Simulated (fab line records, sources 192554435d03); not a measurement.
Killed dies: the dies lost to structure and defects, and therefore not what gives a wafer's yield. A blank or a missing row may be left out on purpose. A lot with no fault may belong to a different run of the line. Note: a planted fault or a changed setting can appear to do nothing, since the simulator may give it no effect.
Lot-split experiment | flow n5-finfet | 7 lots, 39 wafers read, on a route of 1938 steps

## ABOUT THE SPLIT
At N5_SD_EPI_N_ETCH_45 (etches SiOCN in CH3F/O2, target depth 6 nm), the setting target-depth-a was moved away from the recipe's 60 angstrom on 15 of the 39 wafers read, by -10.5% to +8.0%. All remaining wafers had this setting at the recipe value.

Reading taken at the split's own step.

## THE READING
etch.depth-nm (the simulator's own value, which no gauge read), in nm, at N5_SD_EPI_N_ETCH_45 (etches SiOCN in CH3F/O2, target depth 6 nm). The file does not state a usual value for it. Average 5.967 nm, standard deviation 0.11 nm, over the 24 wafers here run with the recipe.

wafer  | tool, chamber at the split | target-depth-a as run, angstrom | against the recipe | etch.depth-nm, nm | against lot-mates on the recipe
L076.1 | rie-diel-05, 2             | 60                              | recipe             | 5.797             | -
L076.2 | rie-diel-05, 1             | 60                              | recipe             | 6                 | -
L076.3 | rie-diel-05, 0             | 64.78                           | +8.0%              | 6.44              | +0.578
L076.4 | rie-diel-05, 1             | 64.78                           | +8.0%              | 6.458             | +0.596
L076.5 | rie-diel-05, 0             | 64.78                           | +8.0%              | 6.393             | +0.531
L076.6 | rie-diel-05, 2             | 60                              | recipe             | 5.79              | -
L078.1 | rie-diel-02, 0             | 60                              | recipe             | 5.88              | -
L078.3 | rie-diel-02, 3             | 60                              | recipe             | 5.845             | -
L078.6 | rie-diel-02, 1             | 60                              | recipe             | 5.843             | -
L082.1 | rie-diel-05, 3             | 60                              | recipe             | 6.134             | -
L082.2 | rie-diel-05, 2             | 60                              | recipe             | 5.891             | -
L082.3 | rie-diel-05, 1             | 55.26                           | -7.9%              | 5.492             | -0.562
L082.4 | rie-diel-05, 0             | 55.26                           | -7.9%              | 5.439             | -0.615
L082.5 | rie-diel-05, 2             | 55.26                           | -7.9%              | 5.415             | -0.639
L082.6 | rie-diel-05, 3             | 60                              | recipe             | 6.138             | -
L090.1 | rie-diel-02, 2             | 60                              | recipe             | 6.005             | -
L090.2 | rie-diel-02, 0             | 53.71                           | -10.5%             | 5.249             | -0.695
L090.3 | rie-diel-02, 1             | 53.71                           | -10.5%             | 5.254             | -0.690
L090.4 | rie-diel-02, 1             | 60                              | recipe             | 5.878             | -
L090.5 | rie-diel-02, 2             | 53.71                           | -10.5%             | 5.4               | -0.544
L090.6 | rie-diel-02, 0             | 60                              | recipe             | 5.95              | -
L093.1 | rie-diel-05, 0             | 60                              | recipe             | 5.981             | -
L093.2 | rie-diel-05, 3             | 60                              | recipe             | 6.244             | -
L093.3 | rie-diel-05, 1             | 60                              | recipe             | 6.004             | -
L093.4 | rie-diel-05, 2             | 60                              | recipe             | 5.867             | -
L093.5 | rie-diel-05, 1             | 60                              | recipe             | 6.019             | -
L093.6 | rie-diel-05, 2             | 60                              | recipe             | 5.851             | -
L095.1 | rie-diel-06, 0             | 60                              | recipe             | 6.119             | -
L095.2 | rie-diel-06, 2             | 53.79                           | -10.4%             | 5.374             | -0.673
L095.3 | rie-diel-06, 1             | 53.79                           | -10.4%             | 5.426             | -0.621
L095.4 | rie-diel-06, 3             | 53.79                           | -10.4%             | 5.329             | -0.718
L095.5 | rie-diel-06, 3             | 60                              | recipe             | 5.952             | -
L095.6 | rie-diel-06, 0             | 60                              | recipe             | 6.069             | -
L097.1 | rie-diel-06, 2             | 60                              | recipe             | 5.944             | -
L097.2 | rie-diel-06, 1             | 57.51                           | -4.1%              | 5.805             | -0.181
L097.3 | rie-diel-06, 3             | 57.51                           | -4.1%              | 5.689             | -0.297
L097.4 | rie-diel-06, 0             | 57.51                           | -4.1%              | 5.876             | -0.110
L097.5 | rie-diel-06, 2             | 60                              | recipe             | 5.964             | -
L097.6 | rie-diel-06, 1             | 60                              | recipe             | 6.05              | -

THE FIT
A straight line over all 39 wafers: etch.depth-nm changes by +0.0601 nm for each +1% of target-depth-a; r = +0.95; the points scatter about the line by 0.1 nm.
The same after taking each lot's own level away (the mean of its wafers on the recipe; 39 wafers): +0.0667 nm for each +1%; r = +0.97; scatter 0.089 nm.
According to that fit, moving target-depth-a by its largest amount changes the reading by 0.7 nm.
The lots' own levels span 5.8560 to 6.0543 nm, that is 1.7 times the standard deviation above.
The two slopes are in agreement: the lot-to-lot level therefore moves the slope only a little.
Check: with one of the wafers moved furthest among these (-10.5%) left out of the fit, the line predicts -0.69 nm for it against its lot-mates. Against them it came out at -0.695 nm.

## OTHER SPLITS APPLIED TO THESE WAFERS
Before the reading, these wafers also passed through other splits. Each is held against what the fit with the lots' levels taken away leaves over:
other split on the same wafers        | wafers away from the commonest value | r with etch.depth-nm (lot level and that fit taken away)
N5_WELL_APT_EPI_41 time-s             | 9                                    | -0.16
N5_FIN_SAQP_ETCH_52 source-w          | 15                                   | -0.15
N5_FIN_CUT_CUT_ETCH_26 target-depth-a | 15                                   | -0.03

## FILE'S OWN FIT
etch.depth-nm changes by +0.0661 nm for each +1% of target-depth-a, r = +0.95.
